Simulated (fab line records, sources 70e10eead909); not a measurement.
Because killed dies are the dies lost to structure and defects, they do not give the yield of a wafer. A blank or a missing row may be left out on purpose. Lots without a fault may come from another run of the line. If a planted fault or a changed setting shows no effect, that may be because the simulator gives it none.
Which tool did it? :: flow nand-harc :: route of 1159 steps, sampled at 1 step: 11 lots, 33 wafers

== WHAT THE GAUGES READ, wafer by wafer ==
NHARC_P_M2_INSPECT_27.
lot: L991
measured: day 6 16:09
on: defect-inspect-02
raw-defect-count: 218 186 187

lot: L993
measured: day 7 01:49
on: defect-inspect-01
raw-defect-count: 351 589 375

lot: L995
measured: day 7 06:50
on: defect-inspect-02
raw-defect-count: 278 220 247

lot: L998
measured: day 7 21:35
on: defect-inspect-02
raw-defect-count: 273 446 542

lot: L100
measured: day 8 14:21
on: defect-inspect-01
raw-defect-count: 367 385 384

lot: L101
measured: day 8 20:03
on: defect-inspect-02
raw-defect-count: 298 213 220

lot: L103
measured: day 9 14:11
on: defect-inspect-02
raw-defect-count: 578 763 507

lot: L109
measured: day 10 16:10
on: defect-inspect-01
raw-defect-count: 483 202 262

lot: L110
measured: day 10 19:49
on: defect-inspect-01
raw-defect-count: 179 334 260

lot: L111
measured: day 11 03:05
on: defect-inspect-02
raw-defect-count: 255 432 353

lot: L114
measured: day 11 19:28
on: defect-inspect-02
raw-defect-count: 211 320 385

== WHICH TOOL RAN EACH LOT (tool, then ch and the chambers of the sampled wafers, then the start) ==
There is no process step in the record ahead of these readings.

== THE ANSWER, worked out from the rows above alone ==
Rule: the lots themselves supply what counts as usual. Put in order of their means at a reading, lots are off if they are a third of the lots or fewer, leave a main group of 4 or more, and stand apart from it by a gap of 3 or more times the standard deviation of the main group's means; of several such gaps the widest counts. The tables above print the reading to a certain number of digits; a main group whose means all agree to those digits is not used. A lot without any number at a reading at which 4 lots or more have one is off too. All remaining lots with rows at the step are treated as sound.
No lot is off on any of the readings shown, so nothing can be concluded from this.

== WHAT WAS PUT IN BY THE SIMULATOR ==
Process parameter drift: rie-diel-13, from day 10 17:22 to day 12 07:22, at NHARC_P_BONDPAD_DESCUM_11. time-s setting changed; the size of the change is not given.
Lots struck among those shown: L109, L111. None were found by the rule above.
